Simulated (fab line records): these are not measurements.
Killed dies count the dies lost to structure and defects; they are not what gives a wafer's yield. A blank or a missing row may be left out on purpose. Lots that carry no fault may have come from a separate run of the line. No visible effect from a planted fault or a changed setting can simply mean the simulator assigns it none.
Chamber matching	flow n5-finfet	4 sister chambers for N5_BEOL_M8_STRIP_36 on rie-diel-01
The step strips in N2/H2. 8 wafers are shown with their chamber, then 10 later ones without.

WAFERS PAIRED WITH THEIR CHAMBERS
wafer	chamber	throttle-valve-pct (%)	showerhead-plenum-p-Torr (Torr)
L082.4	3	23.8	2.52
L083.1	2	24.2	2.62
L083.4	2	24.2	2.62
L085.1	3	23.8	2.51
L085.2	0	23.8	2.71
L085.3	1	23.2	2.62
L087.1	1	23.2	2.62
L087.3	0	23.9	2.71

WAFERS WHOSE CHAMBER IS MISSING
wafer	throttle-valve-pct (%)	showerhead-plenum-p-Torr (Torr)
L087.5	23.8	2.51
L090.1	24.2	2.62
L090.2	23.2	2.61
L090.3	23.9	2.51
L090.4	23.8	2.70
L090.5	24.2	2.62
L090.6	23.2	2.61
L089.1	24.2	2.62
L089.5	23.2	2.61
L089.6	24.2	2.62

THE CHAMBER EACH PASSED THROUGH
wafer	from the rows above	in truth
L087.5	3	3
L090.1	2	2
L090.2	1	1
L090.3	3	3
L090.4	0	0
L090.5	2	2
L090.6	1	1
L089.1	2	2
L089.5	1	1
L089.6	2	2
Correct placement for 10 of the 10. Left unplaced by these rows: 0. 0 placed wrongly.
How it was worked out, from the rows above alone: a wafer's distance from a chamber is the root of the sum, over the readings, of the square of ((its reading less the chamber's mean) divided by the reading's scatter). The wafer belongs to the nearest chamber; if the next one is less than 2 further off, it can't be placed. For every chamber, the mean is computed from those of its wafers that are shown. The scatter: the root of (the sum of the squares of (reading less its chamber's mean) over the shown wafers, divided by (wafers less chambers)).
